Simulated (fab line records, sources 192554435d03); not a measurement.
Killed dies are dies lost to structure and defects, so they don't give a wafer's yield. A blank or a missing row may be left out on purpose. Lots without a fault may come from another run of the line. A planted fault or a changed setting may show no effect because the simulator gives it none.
One fault seen from 2 desks | flow n5_finfet | each desk has only its own numbers; what lay behind them comes last

THE TOOL OWNER'S DESK: ald_metal-02
The tool's own readings at N5_BEOL_M9_ALD_74 (deposits TaN, target thk 2 nm, pulse time 2 s, purge time 3 s): means of the sampled wafers that have a number, for each lot that ran on this tool. A lot is out of limits, marked OUT, if its mean lies more than 4 standard deviations from the usual mean; the brackets give that distance.
Columns: A = heater_power_w at N5_BEOL_M9_ALD_74, usual 425 W; B = precursor_vessel_carrier_sccm at N5_BEOL_M9_ALD_74, usual 1000.3 sccm
lot  | first seen here | A   | B
L258 | day 11 07:04    | 406 | 1001.9
L260 | day 11 17:46    | 399 | 1000.2
L264 | day 12 12:31    | 423 | 1001.2
L271 | day 14 01:08    | 415 | 1000.0
L273 | day 14 22:27    | 424 | 999.0
This desk's finding: nothing out of limits on any of the 5 lots.

THE METROLOGY DESK
What the gauges read, lot by lot, whatever tool the lot ran on: means of the sampled wafers that have a number. A lot is out of limits, marked OUT, if its mean lies more than 4 standard deviations from the usual mean; the brackets give that distance.
Columns: A = cd_nm at N5_PASSIVATION_CD_MEAS_44, usual 40000 nm
lot  | first seen here | A
L255 | day 12 09:58    | 40004
L256 | day 12 14:44    | 39999
L258 | day 13 10:50    | 40000
L260 | day 14 04:47    | 40002
L263 | day 14 06:32    | 39995
L262 | day 14 12:53    | 39999
L264 | day 15 02:20    | 40002
L265 | day 15 17:46    | 39997
L271 | day 16 18:55    | 40003
L273 | day 17 13:28    | 40000
L275 | day 18 06:31    | 40003
This desk's finding: nothing out of limits on any of the 11 lots.

PUT TOGETHER
The tool owner's desk saw nothing out of limits.
The metrology desk saw nothing out of limits.

WHAT THE SIMULATOR HAD PUT IN
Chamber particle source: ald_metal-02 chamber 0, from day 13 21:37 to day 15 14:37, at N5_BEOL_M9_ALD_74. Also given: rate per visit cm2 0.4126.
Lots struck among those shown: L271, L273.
